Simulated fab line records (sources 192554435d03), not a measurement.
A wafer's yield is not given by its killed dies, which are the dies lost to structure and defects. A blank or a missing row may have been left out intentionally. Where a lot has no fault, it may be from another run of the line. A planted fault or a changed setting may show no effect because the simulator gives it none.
Lot-split experiment | flow n5-finfet | 21 wafers read across 7 lots, on a route 1938 steps long

ON THE SPLIT
At N5_GATE_CUT_ALD_22 (deposits SiNx, target thk 16 nm, pulse time 1 s, ald cycles 320), the setting ald-cycles was moved away from the recipe's 320 on 8 of the 21 wafers read, by -15.0% to +9.7%. All remaining wafers had this setting at the recipe value.

The file shows no step between the split and the reading.

THE READING
SiNx_of_GATE_CUT_ALD_22.thk-nm (the simulator's own value, which no gauge read), in nm, at N5_GATE_CUT_CMP_23 (polishes, stops on SiO2, t overpolish 23.4 s, target thk 16 nm). The file gives no usual value for it. Here, 13 wafers ran the recipe; their average is 16.0 nm with a standard deviation of 0.072 nm.

wafer  | tool, chamber at the split | ald-cycles as run | against the recipe | SiNx_of_GATE_CUT_ALD_22.thk-nm, nm | against lot-mates on the recipe
L076.2 | ald-sin-03, 3,0            | 272               | -15.0%             | 13.6                               | -2.4
L076.5 | ald-sin-03, 3,0            | 272               | -15.0%             | 13.6                               | -2.4
L076.6 | ald-sin-03, 3              | 320               | recipe             | 16                                 | -
L079.2 | ald-sin-04, 0,1            | 320               | recipe             | 16                                 | -
L079.3 | ald-sin-04, 0,1            | 320               | recipe             | 16                                 | -
L079.1 | ald-sin-04, 3              | 287               | -10.3%             | 14.4                               | -1.6
L080.3 | ald-sin-03, 2,1            | 302               | -5.6%              | 15.2                               | -0.8
L080.6 | ald-sin-03, 2,1            | 302               | -5.6%              | 15.2                               | -0.8
L080.1 | ald-sin-03, 1              | 320               | recipe             | 16                                 | -
L083.4 | ald-sin-03, 2              | 320               | recipe             | 16.2                               | -
L083.6 | ald-sin-03, 2              | 281               | -12.2%             | 14.2                               | -1.9
L083.5 | ald-sin-03, 3              | 320               | recipe             | 16                                 | -
L086.2 | ald-sin-01, 0,2,3          | 320               | recipe             | 16                                 | -
L086.4 | ald-sin-01, 0,2,3          | 320               | recipe             | 16                                 | -
L086.3 | ald-sin-01, 0,2,3          | 320               | recipe             | 16                                 | -
L091.2 | ald-sin-03, 3,0            | 351               | +9.7%              | 16.4                               | +0.2
L091.3 | ald-sin-03, 3,0            | 351               | +9.7%              | 15.8                               | -0.4
L091.1 | ald-sin-03, 1              | 320               | recipe             | 16.2                               | -
L092.4 | ald-sin-03, 1,3,3          | 320               | recipe             | 16                                 | -
L092.3 | ald-sin-03, 1,3,3          | 320               | recipe             | 16                                 | -
L092.5 | ald-sin-03, 1,3,3          | 320               | recipe             | 16                                 | -
Rows listing several chambers each stand for several wafers; the file does not say which wafer went through which chamber.

THE FIT
A straight line over all 21 wafers: SiNx_of_GATE_CUT_ALD_22.thk-nm changes by +0.118 nm for each +1% of ald-cycles; r = +0.90; the points scatter about the line by 0.38 nm.
The same after taking each lot's own level away (the mean of its wafers on the recipe; 21 wafers): +0.113 nm for each +1%; r = +0.88; scatter 0.42 nm.
That fit puts the effect of the largest move of ald-cycles on the reading at 1.7 nm.
Across the lots, their own levels run from 16.00 to 16.20 nm, a range of 2.8 times the standard deviation given above.
So the lot-to-lot level changes the slope little: the two slopes agree.
Check: for one of the wafers moved furthest among these (-15.0%), held out of the fit, the line's prediction against its lot-mates is -1.79 nm. Against them it came out at -2.4 nm.

ADDITIONAL SPLITS CARRIED BY THESE WAFERS
Before the reading, these wafers also passed through other splits. Each is held against what the fit with the lots' levels taken away leaves over:
other split on the same wafers | wafers away from the commonest value | r with SiNx_of_GATE_CUT_ALD_22.thk-nm (lot level and that fit taken away)
N5_SD_EPI_P_COAT_03 spin-rpm   | 8                                    | +0.12
N5_SDB_COAT_03 spin-rpm        | 6                                    | +0.00
N5_GATE_CUT_ETCH_56 icp-w      | 5                                    | -0.22

THE WHOLE CHAIN: every reading that the file lists as answering this split, in the file's order
step               | what it does                                                    | reading                                                                         | change (the file's fit)               | r (the file's)
N5_GATE_CUT_ALD_22 | deposits SiNx, target thk 16 nm, pulse time 1 s, ald cycles 320 | SiNx_of_GATE_CUT_ALD_22.thk-nm (the simulator's own value, which no gauge read) | +0.155 nm for each +1% of the setting | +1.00
N5_GATE_CUT_CMP_23 | polishes, stops on SiO2, t overpolish 23.4 s, target thk 16 nm  | SiNx_of_GATE_CUT_ALD_22.thk-nm (the simulator's own value, which no gauge read) | +0.131 nm for each +1% of the setting | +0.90

THE FILE'S OWN FIT
SiNx_of_GATE_CUT_ALD_22.thk-nm changes by +0.131 nm for each +1% of ald-cycles, r = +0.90.
